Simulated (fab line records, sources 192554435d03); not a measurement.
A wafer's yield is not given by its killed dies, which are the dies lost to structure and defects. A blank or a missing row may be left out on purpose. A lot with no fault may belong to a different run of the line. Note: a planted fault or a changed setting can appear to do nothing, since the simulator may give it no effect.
The tool behind it: which one? + flow n5Finfet + route of 1938 steps, sampled at 1 step: 12 lots, 36 wafers

## WHAT THE GAUGES SHOWED, per wafer
N5_FIN_SAQP_OCD_MEAS_76.
| lot  | measured    | on     | trenchDepthNm (nm) |
|------|-------------|--------|--------------------|
| L075 | day 2 09:35 | ocd-02 | 122.9 119.3 123.7  |
| L077 | day 2 19:59 | ocd-01 | 125.1 120.9 126.0  |
| L079 | day 3 08:16 | ocd-01 | 123.3 121.7 123.9  |
| L081 | day 3 20:22 | ocd-01 | 122.8 119.9 120.6  |
| L083 | day 4 10:47 | ocd-01 | 121.8 121.0 117.9  |
| L085 | day 4 21:24 | ocd-02 | 121.0 118.8 121.1  |
| L087 | day 5 09:42 | ocd-01 | 121.1 117.9 121.2  |
| L089 | day 5 20:32 | ocd-02 | 124.2 125.5 120.2  |
| L091 | day 6 09:13 | ocd-02 | 124.2 125.0 123.5  |
| L093 | day 6 22:01 | ocd-01 | 124.1 120.4 122.3  |
| L095 | day 7 09:17 | ocd-02 | 119.4 118.4 119.4  |
| L097 | day 7 20:17 | ocd-01 | 120.4 119.0 121.0  |

## WHICH TOOL RAN EACH LOT (tool, then ch and the chambers of the sampled wafers, then the start)
The record holds no process step before these readings.

## THE ANSWER, worked out from the rows above alone
Rule: the usual values come from the lots themselves. Put in order of their means at a reading, lots are off if they are a third of the lots or fewer, leave a main group of 4 or more, and stand apart from it by a gap of 3 or more times the standard deviation of the main group's means; of several such gaps the widest counts. The tables above print the reading to a certain number of digits; a main group whose means all agree to those digits is not used. A lot without any number at a reading at which 4 lots or more have one is off too. The other lots that the step has rows for count as sound.
No lot is off at any reading shown: from this, nothing can be told.

## WHAT THE SIMULATOR HAD PUT IN
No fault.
